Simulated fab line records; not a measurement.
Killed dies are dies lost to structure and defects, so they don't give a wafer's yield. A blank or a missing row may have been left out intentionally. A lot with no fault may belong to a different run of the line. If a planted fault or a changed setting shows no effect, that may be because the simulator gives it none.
One fault through the eyes of 2 desks | flow n5_finfet | what lay behind the numbers comes last; until then each desk has only its own

AT THE TOOL OWNER'S DESK: euv_scanner-01
The tool's own readings at N5_BEOL_M7_EXPOSE_25 (exposes mask V6, target cd 40 nm): means of the sampled wafers that have a number, for each lot that ran on this tool. A lot is out of limits, marked OUT, if its mean lies more than 4 standard deviations from the usual mean; the brackets give that distance.
Columns: A = exposure_dose_mJ_cm2 at N5_BEOL_M7_EXPOSE_25, usual 42.46
lot  | first seen here | A
L868 | day 9 14:05     | 42.51
L867 | day 9 15:20     | 42.50
L873 | day 11 00:10    | 42.48
L875 | day 11 15:34    | 42.48
L880 | day 12 14:42    | 42.48
L882 | day 13 14:28    | 42.50
L883 | day 13 18:52    | 41.45 (-21) OUT
L886 | day 14 18:55    | 41.85 (-13) OUT
L887 | day 15 00:32    | 42.11 (-7.3) OUT
This desk's verdict: out of limits on L883, L886, L887, starting with L883 at day 13 18:52 (exposure_dose_mJ_cm2 at N5_BEOL_M7_EXPOSE_25). L868, L867, L873, L875, L880, L882: within limits.

AT THE METROLOGY DESK
Lot by lot, what the gauges showed, no matter which tool ran the lot: averages of those sampled wafers that carry a number. A lot is out of limits, marked OUT, if its mean lies more than 4 standard deviations from the usual mean; the brackets give that distance.
Columns: A = cd_nm at N5_BEOL_M7_CD_MEAS_18, usual 40.0 nm
lot  | first seen here | A
L865 | day 8 23:28     | 40.1
L868 | day 9 13:54     | 40.0
L867 | day 9 14:09     | 40.5
L871 | day 10 17:00    | 39.9
L873 | day 10 22:31    | 40.4
L875 | day 11 15:13    | 40.0
L880 | day 12 13:22    | 39.9
L882 | day 13 13:14    | 40.1
L883 | day 13 18:37    | 40.3
L886 | day 14 18:02    | 40.2
L887 | day 14 23:44    | 39.4
Result from this desk: across the 11 lots, nothing is out of limits.

ALL TOGETHER
The tool owner's desk could have raised an alarm at day 13 18:52, on L883, L886, L887.
Nothing out of limits was seen by the metrology desk.
The metrology desk has L883, L886, L887 on record, within its limits.
All the named lots went through N5_BEOL_M7_EXPOSE_25 on euv_scanner-01.

WHAT THE SIMULATOR HAD INSERTED
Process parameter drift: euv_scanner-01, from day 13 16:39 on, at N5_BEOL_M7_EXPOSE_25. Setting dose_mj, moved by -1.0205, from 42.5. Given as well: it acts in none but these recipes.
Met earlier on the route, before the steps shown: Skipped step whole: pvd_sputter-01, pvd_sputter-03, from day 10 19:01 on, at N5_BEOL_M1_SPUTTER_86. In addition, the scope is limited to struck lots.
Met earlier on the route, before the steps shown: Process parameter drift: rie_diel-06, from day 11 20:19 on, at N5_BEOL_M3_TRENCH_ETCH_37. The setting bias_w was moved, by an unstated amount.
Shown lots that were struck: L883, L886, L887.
How many hours passed from the start of the fault until each desk's first out-of-limits reading: the tool owner's desk, 2.
